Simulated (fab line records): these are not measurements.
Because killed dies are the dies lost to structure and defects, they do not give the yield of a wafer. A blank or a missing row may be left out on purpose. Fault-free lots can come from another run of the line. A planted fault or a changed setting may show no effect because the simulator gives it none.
Chamber matching || flow nandHarc || NHARC_P_GATE_DESCUM_48 on rieDiel-02: 4 sister chambers
The step chemistry O2, time 3 s. 8 wafers are shown with their chamber, then 9 later ones without.

WAFERS PAIRED WITH THEIR CHAMBERS
{"wafer": "L082.1", "chamber": 2, "oesProductAu (a.u.)": 1.006, "rfVppV (V)": 58.2}
{"wafer": "L082.2", "chamber": 0, "oesProductAu (a.u.)": 1.012, "rfVppV (V)": 58.9}
{"wafer": "L083.1", "chamber": 3, "oesProductAu (a.u.)": 0.999, "rfVppV (V)": 58.2}
{"wafer": "L083.3", "chamber": 2, "oesProductAu (a.u.)": 0.996, "rfVppV (V)": 57.3}
{"wafer": "L083.6", "chamber": 3, "oesProductAu (a.u.)": 1.002, "rfVppV (V)": 59.1}
{"wafer": "L088.4", "chamber": 1, "oesProductAu (a.u.)": 1.010, "rfVppV (V)": 57.0}
{"wafer": "L088.5", "chamber": 1, "oesProductAu (a.u.)": 1.011, "rfVppV (V)": 57.8}
{"wafer": "L088.6", "chamber": 0, "oesProductAu (a.u.)": 1.001, "rfVppV (V)": 56.9}

WAFERS MISSING THEIR CHAMBER
{"wafer": "L090.3", "oesProductAu (a.u.)": 0.997, "rfVppV (V)": 56.5}
{"wafer": "L090.4", "oesProductAu (a.u.)": 1.013, "rfVppV (V)": 57.8}
{"wafer": "L090.5", "oesProductAu (a.u.)": 1.000, "rfVppV (V)": 57.2}
{"wafer": "L092.1", "oesProductAu (a.u.)": 1.009, "rfVppV (V)": 56.6}
{"wafer": "L092.2", "oesProductAu (a.u.)": 1.013, "rfVppV (V)": 58.0}
{"wafer": "L092.3", "oesProductAu (a.u.)": 1.007, "rfVppV (V)": 57.3}
{"wafer": "L095.2", "oesProductAu (a.u.)": 1.022, "rfVppV (V)": 56.5}
{"wafer": "L095.4", "oesProductAu (a.u.)": 1.007, "rfVppV (V)": 57.1}
{"wafer": "L095.6", "oesProductAu (a.u.)": 1.004, "rfVppV (V)": 58.2}

WHICH CHAMBER EACH WENT THROUGH
{"wafer": "L090.3", "from the rows above": "can't be placed: 2 or 0 or 3 or 1", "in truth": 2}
{"wafer": "L090.4", "from the rows above": "can't be placed: 1 or 0 or 2 or 3", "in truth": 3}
{"wafer": "L090.5", "from the rows above": "can't be placed: 2 or 0 or 3 or 1", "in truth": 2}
{"wafer": "L092.1", "from the rows above": "can't be placed: 1 or 0 or 2 or 3", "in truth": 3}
{"wafer": "L092.2", "from the rows above": "can't be placed: 1 or 0 or 2 or 3", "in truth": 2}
{"wafer": "L092.3", "from the rows above": "can't be placed: 1 or 0 or 2 or 3", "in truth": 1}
{"wafer": "L095.2", "from the rows above": "can't be placed: 1 or 0 or 2", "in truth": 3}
{"wafer": "L095.4", "from the rows above": "can't be placed: 1 or 0 or 2 or 3", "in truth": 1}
{"wafer": "L095.6", "from the rows above": "can't be placed: 0 or 2 or 3 or 1", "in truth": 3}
0 of 9 placed correctly. Cannot be placed on the basis of these rows: 9; the candidates contain the true chamber in 8. Wrongly placed: 0.
How it was worked out, from the rows above alone: a wafer's distance from a chamber is the root of the sum, over the readings, of the square of ((its reading less the chamber's mean) divided by the reading's scatter). If the next closest chamber is less than 2 further off than the closest, the wafer can't be placed; otherwise it belongs to the closest. Each chamber's mean is taken over the wafers shown for it. How the scatter is found: for the shown wafers, subtract from each reading the mean of its chamber, square and add these, divide the total by (wafers less chambers), then take the root.
